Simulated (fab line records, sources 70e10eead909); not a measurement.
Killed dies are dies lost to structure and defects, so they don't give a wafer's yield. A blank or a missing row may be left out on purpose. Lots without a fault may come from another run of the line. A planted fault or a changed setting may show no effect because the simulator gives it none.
Chamber matching | flow nand_harc | NHARC_P_GATE_DESCUM_31 on rie_diel-04: 4 sister chambers
The step chemistry O2, time 3 s. 8 wafers are shown with their chamber, then 9 later ones without.

WAFERS WITH THEIR CHAMBER
wafer  | chamber | showerhead_plenum_p_Torr (Torr) | drypump_motor_current_A (A)
L081.6 | 2       | 1.91                            | 5.8
L082.2 | 0       | 1.93                            | 5.6
L085.1 | 1       | 1.93                            | 4.9
L085.2 | 0       | 1.92                            | 5.6
L085.4 | 2       | 1.91                            | 5.9
L087.2 | 3       | 1.84                            | 5.2
L087.4 | 1       | 1.93                            | 4.9
L087.5 | 3       | 1.84                            | 5.3

WAFERS WITHOUT THEIR CHAMBER
wafer  | showerhead_plenum_p_Torr (Torr) | drypump_motor_current_A (A)
L089.1 | 1.92                            | 5.6
L089.3 | 1.90                            | 5.8
L089.4 | 1.93                            | 5.0
L093.1 | 1.84                            | 5.3
L093.3 | 1.92                            | 5.6
L093.6 | 1.92                            | 5.0
L097.1 | 1.92                            | 5.6
L097.4 | 1.83                            | 5.2
L097.6 | 1.92                            | 4.9

WHICH CHAMBER EACH WENT THROUGH
wafer  | from the rows above | in truth
L089.1 | 0                   | 0
L089.3 | 2                   | 2
L089.4 | 1                   | 1
L093.1 | 3                   | 3
L093.3 | 0                   | 0
L093.6 | 1                   | 1
L097.1 | 0                   | 0
L097.4 | 3                   | 3
L097.6 | 1                   | 1
Placed correctly: 9 of 9. Can't be placed from these rows: 0. Placed wrongly: 0.
How it was worked out, from the rows above alone: a wafer's distance from a chamber is the root of the sum, over the readings, of the square of ((its reading less the chamber's mean) divided by the reading's scatter). The wafer belongs to the nearest chamber; if the next one is less than 2 further off, it can't be placed. A chamber's mean is the mean of its shown wafers. The scatter: the root of (the sum of the squares of (reading less its chamber's mean) over the shown wafers, divided by (wafers less chambers)).
